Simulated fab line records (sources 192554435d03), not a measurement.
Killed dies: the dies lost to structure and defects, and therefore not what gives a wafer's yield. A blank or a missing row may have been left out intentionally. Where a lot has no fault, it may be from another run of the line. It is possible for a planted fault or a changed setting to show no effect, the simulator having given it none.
What tool caused it?    flow n5 finfet    30 wafers from 10 lots sampled at 5 of the route's 1938 steps

WHAT THE GAUGES SHOWED, per wafer
N5_MOL_CONTACT_COAG_INSPECT_97: inspects for defects (darkfield). Usual: raw defect count 42, standard deviation 17.
lot   measured      on                 raw defect count  flag
L989  day 5 11:56   defect inspect-02  38 22 49          
L996  day 7 04:58   defect inspect-02  31 47 31          
L997  day 7 07:55   defect inspect-02  43 24 47          
L998  day 7 11:02   defect inspect-01  64 29 43          
L101  day 8 15:08   defect inspect-02  26 32 38          
L103  day 8 23:52   defect inspect-02  37 36 55          
L104  day 9 11:26   defect inspect-01  36 47 22          
L105  day 9 17:35   defect inspect-02  53 63 46          
L110  day 10 15:14  defect inspect-02  49 49 61          
L112  day 11 06:08  defect inspect-01  28 34 28          

N5_BEOL_M4_RC_MEAS_101. Usual: DIBL_N 36.1 mV/V, standard deviation 2; DIBL_P 36.3 mV/V, standard deviation 2.4; IOFF_N 0.15 nA/um, standard deviation 0.035; IOFF_P 0.21 nA/um, standard deviation 0.039; ION_N 672 uA/um, standard deviation 15; ION_P 463 uA/um, standard deviation 9.7; SS_N 71.5 mV/dec, standard deviation 0.7; SS_P 73.2 mV/dec, standard deviation 0.75; VT_N 251 mV, standard deviation 3.6; VT_P -250 mV, standard deviation 3.8.
lot   measured      on         DIBL_N (mV/V)   DIBL_P (mV/V)   IOFF_N (nA/um)  IOFF_P (nA/um)  ION_N (uA/um)  ION_P (uA/um)  SS_N (mV/dec)   SS_P (mV/dec)   VT_N (mV)    VT_P (mV)       flag
L989  day 8 06:25   prober-01  33.8 35.8 36.9  33.2 36.5 37.2  0.12 0.14 0.15  0.18 0.22 0.24  676 670 669    466 468 466    70.3 71.2 71.5  72.8 73.4 73.8  255 252 253  -252 -247 -248  
L101  day 11 06:01  prober-01  36.2 38.2 35.7  35.9 37.9 34.8  0.16 0.21 0.16  0.22 0.26 0.21  670 703 683    471 478 461    71.7 71.6 71.2  73.3 73.4 72.6  251 245 249  -246 -245 -251  
L103  day 11 12:26  prober-02  37.0 34.1 35.9  37.2 33.6 35.8  0.17 0.12 0.15  0.24 0.17 0.21  696 655 687    474 457 474    71.3 70.9 70.9  72.7 72.2 73.0  247 253 252  -248 -253 -252  
L104  day 11 23:55  prober-01  35.3 39.3 34.5  35.0 39.7 34.1  0.14 0.23 0.14  0.22 0.30 0.21  673 675 684    471 467 477    71.3 72.1 70.8  72.7 73.5 72.3  249 247 248  -248 -242 -248  
L105  day 12 12:00  prober-02  33.3 38.0 34.9  33.1 38.7 33.5  0.13 0.20 0.13  0.18 0.27 0.17  667 680 664    452 462 451    70.4 72.8 72.6  72.3 73.7 73.3  250 247 253  -254 -248 -250  
L110  day 13 18:46  prober-01  37.0 32.3 34.5  37.2 31.4 34.8  0.18 0.10 0.14  0.24 0.15 0.21  672 652 665    458 457 458    72.1 70.9 71.1  73.5 71.8 72.5  248 258 252  -250 -254 -249  
L112  day 13 18:54  prober-02  37.6 35.1 38.3  36.7 33.4 38.3  0.17 0.13 0.19  0.24 0.19 0.27  673 661 701    467 461 481    71.1 70.7 71.2  74.5 72.1 73.5  249 252 247  -247 -249 -243  

WHAT TOOL EACH LOT RAN ON (gives the tool, then ch and the chambers of the sampled wafers, and finally the start)
lot   N5_MOL_CONTACT_COAG_ETCH_66         N5_MOL_CONTACT_COAG_ALD_133       N5_MOL_CONTACT_COAG_CVD_140
L989  rie diel-01 ch 1,2,3, day 5 06:55   ald sin-02 ch 0,1,2, day 5 07:00  cvd w-01 ch 0,1, day 5 08:04
L996  rie diel-05 ch 0,3, day 6 23:42     ald sin-02 ch 1,2,3, day 7 00:23  cvd w-01 ch 0,1, day 7 01:19
L997  rie diel-05 ch 0,1,3, day 7 03:11   ald sin-04 ch 0,1,3, day 7 03:16  cvd w-01 ch 0,1, day 7 04:05
L998  rie diel-04 ch 1,2,3, day 7 06:27   ald sin-03 ch 0,1, day 7 06:32    cvd w-02 ch 0,1, day 7 07:21
L101  rie diel-05 ch 0,1,2, day 8 10:34   ald sin-03 ch 0,2,3, day 8 10:38  cvd w-01 ch 0,1, day 8 11:28
L103  rie diel-01 ch 0,2,3, day 8 19:05   ald sin-02 ch 0,3, day 8 19:22    cvd w-02 ch 0,1, day 8 20:11
L104  rie diel-04 ch 2,3, day 9 06:38     ald sin-04 ch 0,1,2, day 9 06:52  cvd w-02 ch 0,1, day 9 07:46
L105  rie diel-04 ch 0,2, day 9 12:59     ald sin-04 ch 0,3, day 9 13:04    cvd w-02 ch 0,1, day 9 13:54
L110  rie diel-01 ch 1,2,3, day 10 10:40  ald sin-03 ch 0,3, day 10 10:44   cvd w-01 ch 0,1, day 10 11:34
L112  rie diel-05 ch 0,1, day 11 01:13    ald sin-02 ch 0,2, day 11 01:20   cvd w-02 ch 0,1, day 11 02:15
- N5_MOL_CONTACT_COAG_ETCH_66: etches SiARC in CF4, target depth 13 nm, time 21.7 s.
- N5_MOL_CONTACT_COAG_ALD_133: deposits SiO2, target thk 5 nm, pulse time 1 s, co reactant pulse time 1 s.
- N5_MOL_CONTACT_COAG_CVD_140: deposits W, target thk 66.5 nm, time 215 s.

WHAT THE TOOLS THEMSELVES READ (means of the sampled wafers that have a number; where no wafer has one, the mark that the record gives instead)
N5_MOL_CONTACT_COAG_ETCH_66. Usual: chamber pressure mTorr 40.01 mTorr (standard deviation 0.04); drypump motor current A 5.5 A (standard deviation 0.39); etch rf on time s 21.8 s (standard deviation 0.88); oes product au 0.68 a.u. (standard deviation 0.08); rf vpp V 184.0 V (standard deviation 1.2); showerhead plenum p Torr 2.15 Torr (standard deviation 0.071); throttle valve pct 15.58 % (standard deviation 0.28).
lot   tool         chamber pressure mTorr (mTorr)  drypump motor current A (A)  etch rf on time s (s)  oes product au (a.u.)  rf vpp V (V)  showerhead plenum p Torr (Torr)  throttle valve pct (%)  flag
L989  rie diel-01  40.04                           5.5                          21.6                   0.68                   184.3         2.18                             15.57                   
L996  rie diel-05  40.00                           4.9                          20.6                   0.62                   183.8         2.15                             15.76                   
L997  rie diel-05  40.01                           5.1                          21.6                   0.64                   183.2         2.11                             15.62                   
L998  rie diel-04  40.01                           5.4                          22.3                   0.58                   183.7         2.14                             15.76                   
L101  rie diel-05  40.02                           5.4                          21.9                   0.65                   183.0         2.04                             15.72                   
L103  rie diel-01  40.03                           5.8                          21.8                   0.69                   184.6         2.15                             15.53                   
L104  rie diel-04  39.96                           5.5                          22.1                   0.66                   184.1         2.19                             15.71                   
L105  rie diel-04  39.99                           5.8                          22.8                   0.63                   185.1         2.20                             15.80                   
L110  rie diel-01  39.96                           5.5                          22.1                   0.64                   184.7         2.16                             15.67                   
L112  rie diel-05  40.01                           5.4                          22.5                   0.63                   183.2         2.07                             15.57                   

N5_MOL_CONTACT_COAG_ALD_133. Usual: heater power outer w 41 W, standard deviation 3.4; heater power w 80 W, standard deviation 5.9; precursor pulse height rel 0.999, standard deviation 0.02.
lot   tool        heater power outer w (W)  heater power w (W)  precursor pulse height rel  flag
L989  ald sin-02  41                        77                  0.992                       
L996  ald sin-02  40                        76                  1.004                       
L997  ald sin-04  45                        87                  1.010                       
L998  ald sin-03  40                        78                  0.996                       
L101  ald sin-03  40                        78                  1.005                       
L103  ald sin-02  39                        79                  0.993                       
L104  ald sin-04  42                        84                  0.996                       
L105  ald sin-04  47                        92                  1.008                       
L110  ald sin-03  41                        78                  1.001                       
L112  ald sin-02  42                        82                  1.008                       

N5_MOL_CONTACT_COAG_CVD_140. Usual: heater power outer w 276 W, standard deviation 56; heater power w 503 W, standard deviation 87.
lot   tool      heater power outer w (W)  heater power w (W)  flag
L989  cvd w-01  335                       588                 
L996  cvd w-01  -                         -                   OFF
L997  cvd w-01  -                         -                   OFF
L998  cvd w-02  -                         -                   OFF
L101  cvd w-01  306                       527                 
L103  cvd w-02  261                       489                 
L104  cvd w-02  235                       451                 
L105  cvd w-02  260                       484                 
L110  cvd w-01  338                       593                 
L112  cvd w-02  265                       501                 

THE ANSWER, worked out from the rows above alone
Rule: a lot is off if the mean of its wafers that have a number lies more than 3 standard deviations from the usual mean. A lot without any number at a reading at which 4 lots or more have one is off too. The other lots that the step has rows for count as sound. First the gauges in route order, then the tools' own readings, where a lot's mean is used as printed above. The first step at which some lot is off is used, and at that step the reading that is off furthest; a lot without a number counts as furthest.
Off at N5_MOL_CONTACT_COAG_CVD_140 (heater power outer w): L996, L997, L998. Without a number there: L996, L997, L998.
If a tool, at that step or one of the process steps before it, ran each lot that is off and ran no sound lot following the first of them, it fits. None of those tried fits.

WHAT HAD BEEN PUT IN BY THE SIMULATOR
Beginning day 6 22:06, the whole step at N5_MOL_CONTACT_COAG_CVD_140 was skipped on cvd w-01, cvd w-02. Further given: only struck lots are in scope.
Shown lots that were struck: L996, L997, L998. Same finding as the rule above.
